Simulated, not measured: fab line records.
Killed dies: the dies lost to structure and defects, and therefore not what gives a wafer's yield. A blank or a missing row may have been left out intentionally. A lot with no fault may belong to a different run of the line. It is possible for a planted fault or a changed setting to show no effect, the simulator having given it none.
Which tool is to blame? || flow n5-finfet || 27 wafers from 9 lots sampled at 8 of the route's 1938 steps

WHAT THE GAUGES SHOWED, per wafer
N5_MOL_CONTACT_COAG_INSPECT_97: inspects for defects (darkfield).
{"lot": "L575", "measured": "day 5 10:10", "on": "defect-inspect-01", "raw-defect-count": "19 55 28"}
{"lot": "L581", "measured": "day 6 22:47", "on": "defect-inspect-02", "raw-defect-count": "38 45 26"}
{"lot": "L582", "measured": "day 7 05:07", "on": "defect-inspect-01", "raw-defect-count": "24 41 30"}
{"lot": "L593", "measured": "day 9 23:05", "on": "defect-inspect-02", "raw-defect-count": "52 68 52"}
{"lot": "L594", "measured": "day 10 03:46", "on": "defect-inspect-01", "raw-defect-count": "19 63 40"}
{"lot": "L595", "measured": "day 10 09:59", "on": "defect-inspect-02", "raw-defect-count": "45 57 54"}
{"lot": "L596", "measured": "day 10 16:59", "on": "defect-inspect-01", "raw-defect-count": "11 33 22"}
{"lot": "L597", "measured": "day 11 01:58", "on": "defect-inspect-01", "raw-defect-count": "49 23 35"}
{"lot": "L598", "measured": "day 11 07:25", "on": "defect-inspect-02", "raw-defect-count": "54 60 57"}

N5_BEOL_M0_SAQP_INSPECT_16: inspects for defects (brightfield).
{"lot": "L575", "measured": "day 5 11:38", "on": "defect-inspect-01", "raw-defect-count": "314 300 385"}
{"lot": "L581", "measured": "day 7 01:17", "on": "defect-inspect-01", "raw-defect-count": "1403 1327 1071"}
{"lot": "L582", "measured": "day 7 07:44", "on": "defect-inspect-02", "raw-defect-count": "1001 1139 1090"}
{"lot": "L593", "measured": "day 10 01:20", "on": "defect-inspect-01", "raw-defect-count": "582 543 521"}
{"lot": "L594", "measured": "day 10 05:35", "on": "defect-inspect-02", "raw-defect-count": "283 436 467"}
{"lot": "L595", "measured": "day 10 13:04", "on": "defect-inspect-02", "raw-defect-count": "555 359 538"}
{"lot": "L596", "measured": "day 10 19:32", "on": "defect-inspect-02", "raw-defect-count": "336 426 540"}
{"lot": "L597", "measured": "day 11 03:49", "on": "defect-inspect-02", "raw-defect-count": "634 607 609"}
{"lot": "L598", "measured": "day 11 11:22", "on": "defect-inspect-02", "raw-defect-count": "506 423 598"}

N5_BEOL_M0_SAQP_INSPECT_42: inspects for defects (brightfield).
{"lot": "L575", "measured": "day 5 15:49", "on": "defect-inspect-01", "raw-defect-count": "227 215 283"}
{"lot": "L581", "measured": "day 7 06:29", "on": "defect-inspect-01", "raw-defect-count": "1045 915 933"}
{"lot": "L582", "measured": "day 7 13:13", "on": "defect-inspect-02", "raw-defect-count": "777 832 860"}
{"lot": "L593", "measured": "day 10 05:38", "on": "defect-inspect-02", "raw-defect-count": "435 368 357"}
{"lot": "L594", "measured": "day 10 09:38", "on": "defect-inspect-01", "raw-defect-count": "221 282 306"}
{"lot": "L595", "measured": "day 10 17:09", "on": "defect-inspect-02", "raw-defect-count": "209 179 194"}
{"lot": "L596", "measured": "day 11 01:18", "on": "defect-inspect-01", "raw-defect-count": "356 258 493"}
{"lot": "L597", "measured": "day 11 08:23", "on": "defect-inspect-01", "raw-defect-count": "373 383 229"}
{"lot": "L598", "measured": "day 11 15:58", "on": "defect-inspect-02", "raw-defect-count": "365 239 336"}

N5_BEOL_M0_CUTY_INSPECT_59: inspects for defects (macro).
{"lot": "L575", "measured": "day 5 17:12", "on": "defect-inspect-02", "raw-defect-count": "2 2 4"}
{"lot": "L581", "measured": "day 7 08:26", "on": "defect-inspect-02", "raw-defect-count": ">300 >300 >300"}
{"lot": "L582", "measured": "day 7 14:44", "on": "defect-inspect-01", "raw-defect-count": ">300 >300 >300"}
{"lot": "L593", "measured": "day 10 07:14", "on": "defect-inspect-01", "raw-defect-count": "2 2 0"}
{"lot": "L594", "measured": "day 10 11:02", "on": "defect-inspect-01", "raw-defect-count": "0 1 1"}
{"lot": "L595", "measured": "day 10 19:14", "on": "defect-inspect-01", "raw-defect-count": "1 2 1"}
{"lot": "L596", "measured": "day 11 03:00", "on": "defect-inspect-02", "raw-defect-count": "1 2 1"}
{"lot": "L597", "measured": "day 11 09:40", "on": "defect-inspect-02", "raw-defect-count": "2 3 1"}
{"lot": "L598", "measured": "day 11 17:26", "on": "defect-inspect-01", "raw-defect-count": "2 2 2"}

N5_BEOL_M4_RC_MEAS_101.
{"lot": "L575", "measured": "day 7 17:22", "on": "prober-01", "DIBL_N (mV/V)": "32.1 33.0 31.8", "DIBL_P (mV/V)": "33.7 33.8 33.3", "IOFF_N (nA/um)": "0.12 0.14 0.12", "IOFF_P (nA/um)": "0.18 0.18 0.17", "ION_N (uA/um)": "657 671 663", "ION_P (uA/um)": "456 459 459", "SS_N (mV/dec)": "70.5 71.7 70.7", "SS_P (mV/dec)": "72.6 72.8 72.1", "VT_N (mV)": "254 254 252", "VT_P (mV)": "-254 -254 -250"}
{"lot": "L581", "measured": "day 9 07:55", "on": "prober-01", "DIBL_N (mV/V)": "34.7 39.3 35.2", "DIBL_P (mV/V)": "36.8 41.9 37.8", "IOFF_N (nA/um)": "0.13 0.24 0.14", "IOFF_P (nA/um)": "0.22 0.32 0.23", "ION_N (uA/um)": "668 697 660", "ION_P (uA/um)": "469 476 461", "SS_N (mV/dec)": "71.1 72.0 70.2", "SS_P (mV/dec)": "74.0 74.6 74.2", "VT_N (mV)": "250 244 253", "VT_P (mV)": "-248 -243 -248"}
{"lot": "L582", "measured": "day 9 20:40", "on": "prober-02", "DIBL_N (mV/V)": "30.3 31.6 36.3", "DIBL_P (mV/V)": "32.5 34.5 39.7", "IOFF_N (nA/um)": "0.10 0.12 0.23", "IOFF_P (nA/um)": "0.14 0.16 0.26", "ION_N (uA/um)": "645 651 681", "ION_P (uA/um)": "441 453 464", "SS_N (mV/dec)": "71.2 70.9 73.6", "SS_P (mV/dec)": "71.8 72.6 73.7", "VT_N (mV)": "256 252 244", "VT_P (mV)": "-257 -254 -246"}
{"lot": "L593", "measured": "day 13 08:08", "on": "prober-02", "DIBL_N (mV/V)": "34.8 31.6 27.6", "DIBL_P (mV/V)": "37.1 33.3 28.4", "IOFF_N (nA/um)": "0.16 0.11 0.07", "IOFF_P (nA/um)": "0.19 0.14 0.11", "ION_N (uA/um)": "679 664 649", "ION_P (uA/um)": "462 454 455", "SS_N (mV/dec)": "71.5 70.2 69.4", "SS_P (mV/dec)": "73.4 72.8 71.7", "VT_N (mV)": "248 258 258", "VT_P (mV)": "-252 -256 -257"}
{"lot": "L594", "measured": "day 13 00:16", "on": "prober-02", "DIBL_N (mV/V)": "33.7 35.5 37.5", "DIBL_P (mV/V)": "35.3 37.1 38.7", "IOFF_N (nA/um)": "0.12 0.15 0.17", "IOFF_P (nA/um)": "0.17 0.19 0.20", "ION_N (uA/um)": "674 679 666", "ION_P (uA/um)": "458 461 445", "SS_N (mV/dec)": "71.4 71.3 72.2", "SS_P (mV/dec)": "72.8 73.7 74.1", "VT_N (mV)": "255 250 253", "VT_P (mV)": "-256 -253 -252"}
{"lot": "L595", "measured": "day 13 08:08", "on": "prober-01", "DIBL_N (mV/V)": "37.2 33.4 34.2", "DIBL_P (mV/V)": "38.7 33.9 34.3", "IOFF_N (nA/um)": "0.19 0.13 0.15", "IOFF_P (nA/um)": "0.26 0.19 0.20", "ION_N (uA/um)": "677 662 682", "ION_P (uA/um)": "464 463 472", "SS_N (mV/dec)": "71.9 70.9 71.5", "SS_P (mV/dec)": "73.6 72.9 72.6", "VT_N (mV)": "248 253 246", "VT_P (mV)": "-248 -250 -249"}
{"lot": "L596", "measured": "day 13 17:27", "on": "prober-01", "DIBL_N (mV/V)": "36.2 35.2 38.7", "DIBL_P (mV/V)": "37.5 35.9 40.4", "IOFF_N (nA/um)": "0.17 0.15 0.22", "IOFF_P (nA/um)": "0.23 0.21 0.29", "ION_N (uA/um)": "690 686 685", "ION_P (uA/um)": "470 475 466", "SS_N (mV/dec)": "71.2 71.5 72.0", "SS_P (mV/dec)": "73.6 72.8 74.1", "VT_N (mV)": "246 250 244", "VT_P (mV)": "-248 -248 -246"}
{"lot": "L597", "measured": "day 14 07:53", "on": "prober-01", "DIBL_N (mV/V)": "36.6 35.8 35.0", "DIBL_P (mV/V)": "39.2 38.0 36.9", "IOFF_N (nA/um)": "0.19 0.16 0.14", "IOFF_P (nA/um)": "0.24 0.21 0.20", "ION_N (uA/um)": "694 684 669", "ION_P (uA/um)": "479 469 461", "SS_N (mV/dec)": "70.8 71.7 71.0", "SS_P (mV/dec)": "73.8 73.5 73.1", "VT_N (mV)": "242 248 252", "VT_P (mV)": "-249 -251 -250"}
{"lot": "L598", "measured": "day 14 13:20", "on": "prober-01", "DIBL_N (mV/V)": "35.6 37.2 35.3", "DIBL_P (mV/V)": "36.6 38.3 36.1", "IOFF_N (nA/um)": "0.14 0.17 0.13", "IOFF_P (nA/um)": "0.17 0.19 0.16", "ION_N (uA/um)": "672 683 650", "ION_P (uA/um)": "454 463 445", "SS_N (mV/dec)": "71.1 71.8 70.9", "SS_P (mV/dec)": "72.9 73.6 73.2", "VT_N (mV)": "252 251 254", "VT_P (mV)": "-256 -254 -258"}

EACH LOT AND THE TOOL THAT RAN IT (in order: tool; ch and the chambers of the sampled wafers; start)
{"lot": "L575", "N5_BEOL_M0_SAQP_HM_DEP_02": "pvd-sputter-03, day 5 10:45", "N5_BEOL_M0_SAQP_PECVD_03": "pecvd-03 ch 0,2, day 5 10:52", "N5_BEOL_M0_SAQP_MANDREL_ETCH_20": "rie-si-02 ch 1,2,3, day 5 12:14"}
{"lot": "L581", "N5_BEOL_M0_SAQP_HM_DEP_02": "pvd-sputter-02, day 7 00:24", "N5_BEOL_M0_SAQP_PECVD_03": "pecvd-03 ch 0,2, day 7 00:31", "N5_BEOL_M0_SAQP_MANDREL_ETCH_20": "rie-si-05 ch 0,1,3, day 7 01:41"}
{"lot": "L582", "N5_BEOL_M0_SAQP_HM_DEP_02": "pvd-sputter-03, day 7 06:51", "N5_BEOL_M0_SAQP_PECVD_03": "pecvd-03 ch 0,1, day 7 06:59", "N5_BEOL_M0_SAQP_MANDREL_ETCH_20": "rie-si-05 ch 1,3, day 7 08:02"}
{"lot": "L593", "N5_BEOL_M0_SAQP_HM_DEP_02": "pvd-sputter-01, day 10 00:28", "N5_BEOL_M0_SAQP_PECVD_03": "pecvd-03 ch 0,1, day 10 00:36", "N5_BEOL_M0_SAQP_MANDREL_ETCH_20": "rie-si-03 ch 1,2,3, day 10 01:52"}
{"lot": "L594", "N5_BEOL_M0_SAQP_HM_DEP_02": "pvd-sputter-01, day 10 04:49", "N5_BEOL_M0_SAQP_PECVD_03": "pecvd-03 ch 0,1,2, day 10 04:56", "N5_BEOL_M0_SAQP_MANDREL_ETCH_20": "rie-si-03 ch 0,1,2, day 10 05:53"}
{"lot": "L595", "N5_BEOL_M0_SAQP_HM_DEP_02": "pvd-sputter-02, day 10 12:06", "N5_BEOL_M0_SAQP_PECVD_03": "pecvd-02 ch 0,1, day 10 12:14", "N5_BEOL_M0_SAQP_MANDREL_ETCH_20": "rie-si-02 ch 0,1,3, day 10 13:23"}
{"lot": "L596", "N5_BEOL_M0_SAQP_HM_DEP_02": "pvd-sputter-01, day 10 18:47", "N5_BEOL_M0_SAQP_PECVD_03": "pecvd-03 ch 0,1, day 10 18:55", "N5_BEOL_M0_SAQP_MANDREL_ETCH_20": "rie-si-02 ch 0,1,2, day 10 19:50"}
{"lot": "L597", "N5_BEOL_M0_SAQP_HM_DEP_02": "pvd-sputter-03, day 11 02:59", "N5_BEOL_M0_SAQP_PECVD_03": "pecvd-03 ch 0,1,2, day 11 03:10", "N5_BEOL_M0_SAQP_MANDREL_ETCH_20": "rie-si-03 ch 0,1,3, day 11 04:27"}
{"lot": "L598", "N5_BEOL_M0_SAQP_HM_DEP_02": "pvd-sputter-01, day 11 10:37", "N5_BEOL_M0_SAQP_PECVD_03": "pecvd-01 ch 1,2, day 11 10:44", "N5_BEOL_M0_SAQP_MANDREL_ETCH_20": "rie-si-03 ch 0,1,3, day 11 11:40"}
- N5_BEOL_M0_SAQP_HM_DEP_02: deposits TiN, target thk 12 nm.
- N5_BEOL_M0_SAQP_PECVD_03: deposits SiCN from 3MS/NH3, target thk 12 nm, time 21.1 s.
- N5_BEOL_M0_SAQP_MANDREL_ETCH_20: etches a-Si in HBr/Cl2, stops on SiNx, target depth 60 nm, bt time 10 s, time 30 s.

WHAT THE TOOLS THEMSELVES READ (means of the sampled wafers that have a number; where no wafer has one, the mark that the record gives instead)
N5_BEOL_M0_SAQP_HM_DEP_02.
{"lot": "L575", "tool": "pvd-sputter-03", "throttle-valve-pct (%)": 29.9}
{"lot": "L581", "tool": "pvd-sputter-02", "throttle-valve-pct (%)": 30.8}
{"lot": "L582", "tool": "pvd-sputter-03", "throttle-valve-pct (%)": 29.7}
{"lot": "L593", "tool": "pvd-sputter-01", "throttle-valve-pct (%)": 29.5}
{"lot": "L594", "tool": "pvd-sputter-01", "throttle-valve-pct (%)": 30.3}
{"lot": "L595", "tool": "pvd-sputter-02", "throttle-valve-pct (%)": 28.8}
{"lot": "L596", "tool": "pvd-sputter-01", "throttle-valve-pct (%)": 30.0}
{"lot": "L597", "tool": "pvd-sputter-03", "throttle-valve-pct (%)": 29.5}
{"lot": "L598", "tool": "pvd-sputter-01", "throttle-valve-pct (%)": 29.9}

N5_BEOL_M0_SAQP_PECVD_03.
{"lot": "L575", "tool": "pecvd-03", "chamber-pressure-Torr (Torr)": 3.005, "showerhead-plenum-p-Torr (Torr)": 3.670, "throttle-valve-pct (%)": 9.02}
{"lot": "L581", "tool": "pecvd-03", "chamber-pressure-Torr (Torr)": 2.994, "showerhead-plenum-p-Torr (Torr)": 3.675, "throttle-valve-pct (%)": 9.10}
{"lot": "L582", "tool": "pecvd-03", "chamber-pressure-Torr (Torr)": 2.996, "showerhead-plenum-p-Torr (Torr)": 3.674, "throttle-valve-pct (%)": 8.90}
{"lot": "L593", "tool": "pecvd-03", "chamber-pressure-Torr (Torr)": 3.005, "showerhead-plenum-p-Torr (Torr)": 3.671, "throttle-valve-pct (%)": 8.89}
{"lot": "L594", "tool": "pecvd-03", "chamber-pressure-Torr (Torr)": 3.001, "showerhead-plenum-p-Torr (Torr)": 3.669, "throttle-valve-pct (%)": 9.05}
{"lot": "L595", "tool": "pecvd-02", "chamber-pressure-Torr (Torr)": 2.993, "showerhead-plenum-p-Torr (Torr)": 3.664, "throttle-valve-pct (%)": 9.14}
{"lot": "L596", "tool": "pecvd-03", "chamber-pressure-Torr (Torr)": 3.001, "showerhead-plenum-p-Torr (Torr)": 3.667, "throttle-valve-pct (%)": 8.94}
{"lot": "L597", "tool": "pecvd-03", "chamber-pressure-Torr (Torr)": 3.001, "showerhead-plenum-p-Torr (Torr)": 3.677, "throttle-valve-pct (%)": 8.97}
{"lot": "L598", "tool": "pecvd-01", "chamber-pressure-Torr (Torr)": 3.004, "showerhead-plenum-p-Torr (Torr)": 3.645, "throttle-valve-pct (%)": 9.17}

N5_BEOL_M0_SAQP_MANDREL_ETCH_20.
{"lot": "L575", "tool": "rie-si-02", "drypump-motor-current-A (A)": 5.8, "oes-product-au (a.u.)": 0.782, "throttle-valve-pct (%)": 35.7}
{"lot": "L581", "tool": "rie-si-05", "drypump-motor-current-A (A)": 5.9, "oes-product-au (a.u.)": 0.778, "throttle-valve-pct (%)": 35.2}
{"lot": "L582", "tool": "rie-si-05", "drypump-motor-current-A (A)": 5.5, "oes-product-au (a.u.)": 0.786, "throttle-valve-pct (%)": 35.7}
{"lot": "L593", "tool": "rie-si-03", "drypump-motor-current-A (A)": 5.5, "oes-product-au (a.u.)": 0.779, "throttle-valve-pct (%)": 35.2}
{"lot": "L594", "tool": "rie-si-03", "drypump-motor-current-A (A)": 5.4, "oes-product-au (a.u.)": 0.767, "throttle-valve-pct (%)": 35.4}
{"lot": "L595", "tool": "rie-si-02", "drypump-motor-current-A (A)": 6.1, "oes-product-au (a.u.)": 0.776, "throttle-valve-pct (%)": 35.6}
{"lot": "L596", "tool": "rie-si-02", "drypump-motor-current-A (A)": 6.0, "oes-product-au (a.u.)": 0.775, "throttle-valve-pct (%)": 35.8}
{"lot": "L597", "tool": "rie-si-03", "drypump-motor-current-A (A)": 5.4, "oes-product-au (a.u.)": 0.777, "throttle-valve-pct (%)": 35.1}
{"lot": "L598", "tool": "rie-si-03", "drypump-motor-current-A (A)": 5.4, "oes-product-au (a.u.)": 0.786, "throttle-valve-pct (%)": 35.1}

THE ANSWER, worked out from the rows above alone
Rule: usual is defined by the lots themselves. Put in order of their means at a reading, lots are off if they are a third of the lots or fewer, leave a main group of 4 or more, and stand apart from it by a gap of 3 or more times the standard deviation of the main group's means; of several such gaps the widest counts. The tables above print the reading to a certain number of digits; a main group whose means all agree to those digits is not used. Also off: a lot with no number at a reading for which 4 or more lots have one. The other lots that the step has rows for count as sound. Order of review: gauges by route order, followed by the tools' own readings, for which a lot's mean as printed above is used. At the first step where some lot is off, the reading lying furthest off is the one used; lots without a number count as furthest.
Off: L581, L582, at N5_BEOL_M0_SAQP_INSPECT_16 (raw-defect-count). For the main group the mean is 474 and the standard deviation 89.
A tool fits if, at a process step before that reading, it ran every lot that is off, and no sound lot after the first of them. The gauges at N5_BEOL_M0_SAQP_INSPECT_16 are tried like those tools. None of those tried fits.

WHAT HAD BEEN PUT IN BY THE SIMULATOR
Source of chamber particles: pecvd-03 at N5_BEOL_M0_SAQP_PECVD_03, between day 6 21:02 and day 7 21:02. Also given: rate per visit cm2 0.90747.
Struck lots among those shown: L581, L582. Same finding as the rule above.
